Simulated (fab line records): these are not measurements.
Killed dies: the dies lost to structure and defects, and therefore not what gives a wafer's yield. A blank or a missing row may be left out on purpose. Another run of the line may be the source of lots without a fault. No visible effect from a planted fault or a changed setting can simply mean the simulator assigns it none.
Tool commonality check | flow n5 finfet | 30 wafers sampled across 10 lots

## REASON IT WAS OPENED
N5_FIN_SAQP_OVL_MEAS_17, reading FIN_CORE_OVL: flagged on 2 of 10 lots. No-fault wafers: -0.7 nm, standard deviation 0.73.
Rule: a lot is flagged when every wafer of it that has a number lies more than 4 standard deviations from that mean, or none has a number. The other lots count as sound.

lot  | measured    | on         | FIN_CORE_OVL (nm), wafer by wafer | flag
L136 | day 2 03:49 | overlay-02 | -1.1 -1.0 -0.6                    |
L137 | day 2 09:25 | overlay-01 | -0.8 -1.1 -1.1                    |
L142 | day 3 15:52 | overlay-02 | -0.7 -0.7 0.2                     |
L143 | day 3 22:40 | overlay-02 | -0.3 0.2 0.0                      |
L146 | day 4 17:11 | overlay-01 | -1.2 -0.9 -1.5                    |
L148 | day 5 05:32 | overlay-02 | -0.3 -0.9 0.0                     |
L150 | day 5 15:56 | overlay-01 | -1.0 -1.7 0.2                     |
L156 | day 7 03:49 | overlay-01 | 4.4 4.6 5.6                       | FLAGGED
L157 | day 7 09:18 | overlay-01 | 5.6 5.4 5.0                       | FLAGGED
L158 | day 7 15:54 | overlay-02 | 0.3 -0.4 -0.2                     |
On average the flagged lots' numbers are 5.1 nm, which is +5.8 nm against the usual, or +8 standard deviations.

## TOOL THAT RAN EACH LOT
2 process steps preceding the reading are held in the record, out of 1938 steps in the route. Each cell gives the tool, then ch followed by the chambers the sampled wafers passed through, then the start.
lot  | flag    | N5_PMOS_HMC_CHANNEL_EPI_EPI_26 | N5_FIN_SAQP_EXPOSE_13
L136 |         | epi rpcvd-03 ch 0, day 2 02:01 | arfi scanner-03 ch 0, day 2 03:40
L137 |         | epi rpcvd-04 ch 0, day 2 07:46 | arfi scanner-03 ch 0, day 2 09:16
L142 |         | epi rpcvd-01 ch 0, day 3 14:08 | arfi scanner-02 ch 0, day 3 15:41
L143 |         | epi rpcvd-03 ch 0, day 3 20:19 | arfi scanner-01 ch 0, day 3 22:30
L146 |         | epi rpcvd-03 ch 0, day 4 15:01 | arfi scanner-02 ch 0, day 4 17:01
L148 |         | epi rpcvd-03 ch 0, day 5 02:25 | arfi scanner-03 ch 0, day 5 05:22
L150 |         | epi rpcvd-04 ch 0, day 5 14:13 | arfi scanner-01 ch 0, day 5 15:47
L156 | FLAGGED | epi rpcvd-01 ch 0, day 7 02:05 | arfi scanner-03 ch 0, day 7 03:39
L157 | FLAGGED | epi rpcvd-03 ch 0, day 7 07:41 | arfi scanner-03 ch 0, day 7 09:08
L158 |         | epi rpcvd-04 ch 0, day 7 13:34 | arfi scanner-02 ch 0, day 7 15:44
These steps, and what they do:
- N5_PMOS_HMC_CHANNEL_EPI_EPI_26: deposits Si from SiH4/H2, target thk 3.8 nm, time 22.7 s.
- N5_FIN_SAQP_EXPOSE_13: exposes mask FIN CORE, target cd 35.6 nm.
- N5_FIN_SAQP_OVL_MEAS_17

## FLAGGED AGAINST TOTAL, ONE TOOL AT A TIME (gauges that did the reading follow at the end)
step                           | tool            | lots run | flagged | share of the flagged lots | sound lots run after its first flagged lot
N5_PMOS_HMC_CHANNEL_EPI_EPI_26 | epi rpcvd-01    | 2        | 1       | some                      | 0
N5_PMOS_HMC_CHANNEL_EPI_EPI_26 | epi rpcvd-03    | 5        | 1       | some                      | 0
N5_PMOS_HMC_CHANNEL_EPI_EPI_26 | epi rpcvd-04    | 3        | 0       | none                      | -
N5_FIN_SAQP_EXPOSE_13          | arfi scanner-01 | 2        | 0       | none                      | -
N5_FIN_SAQP_EXPOSE_13          | arfi scanner-02 | 3        | 0       | none                      | -
N5_FIN_SAQP_EXPOSE_13          | arfi scanner-03 | 5        | 2       | all                       | 0
N5_FIN_SAQP_OVL_MEAS_17        | overlay-01      | 5        | 2       | all                       | 0
N5_FIN_SAQP_OVL_MEAS_17        | overlay-02      | 5        | 0       | none                      | -

## WHAT IS ALLOWED BY THE TABLE
2 rows of the table ran every flagged lot: arfi scanner-03 at N5_FIN_SAQP_EXPOSE_13, overlay-01 at N5_FIN_SAQP_OVL_MEAS_17.
- arfi scanner-03 at N5_FIN_SAQP_EXPOSE_13: 2 of its 5 lots flagged. A fault beginning between L148 (day 5 05:22), its last sound lot, and L156 (day 7 03:39), its first flagged one, fits the data.
- overlay-01 at N5_FIN_SAQP_OVL_MEAS_17: 2 of its 5 lots flagged. A fault beginning between L150 (day 5 15:56), its last sound lot, and L156 (day 7 03:49), its first flagged one, fits the data.
Because each of these 2 tools fits a fault that began at some hour, counting lots does not separate them. More lots, or a look at what each step does to the wafer, might.

## WHAT HAD BEEN PUT IN BY THE SIMULATOR
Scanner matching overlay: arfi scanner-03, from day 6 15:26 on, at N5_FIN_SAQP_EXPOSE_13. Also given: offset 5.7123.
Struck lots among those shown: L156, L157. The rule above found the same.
